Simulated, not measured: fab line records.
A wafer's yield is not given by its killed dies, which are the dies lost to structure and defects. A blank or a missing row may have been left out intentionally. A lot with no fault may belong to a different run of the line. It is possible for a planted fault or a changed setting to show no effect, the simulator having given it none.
Chamber matching    flow n5Finfet    pecvd-02 running N5_BEOL_M9_DEP_56: 3 sister chambers
The step deposits SiCN from 3MS/NH3, target thk 15 nm, time 26.5 s. 3 wafers are shown with their chamber, then 8 later ones without.

WAFERS WITH THEIR CHAMBER
wafer   chamber  showerheadPlenumPTorr (Torr)
L083.5  1        3.682
L083.6  0        3.668
L084.2  2        3.668

WAFERS WITHOUT THEIR CHAMBER
wafer   showerheadPlenumPTorr (Torr)
L084.4  3.665
L084.6  3.664
L086.2  3.671
L086.5  3.667
L086.6  3.668
L088.1  3.672
L088.2  3.675
L088.3  3.683

WHICH CHAMBER EACH WENT THROUGH
wafer   from the rows above           in truth
L084.4  can't be placed: 0 or 2       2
L084.6  can't be placed: 0 or 2       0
L086.2  can't be placed: 0 or 2       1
L086.5  can't be placed: 0 or 2       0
L086.6  can't be placed: 0 or 2       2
L088.1  can't be placed: 0 or 2 or 1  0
L088.2  can't be placed: 0 or 2 or 1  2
L088.3  1                             1
Correct placement for 1 of the 8. Not placeable from these rows: 7 (in 6, the candidates include the true chamber). Number placed wrongly: 0.
How it was worked out, from the rows above alone: a wafer's distance from a chamber is the root of the sum, over the readings, of the square of ((its reading less the chamber's mean) divided by the reading's scatter). If the next closest chamber is less than 2 further off than the closest, the wafer can't be placed; otherwise it belongs to the closest. The mean given for a chamber averages the wafers shown for that chamber. The scatter: root of mean squared gap, hidden wafer to nearest shown wafer, with one shown wafer a chamber.
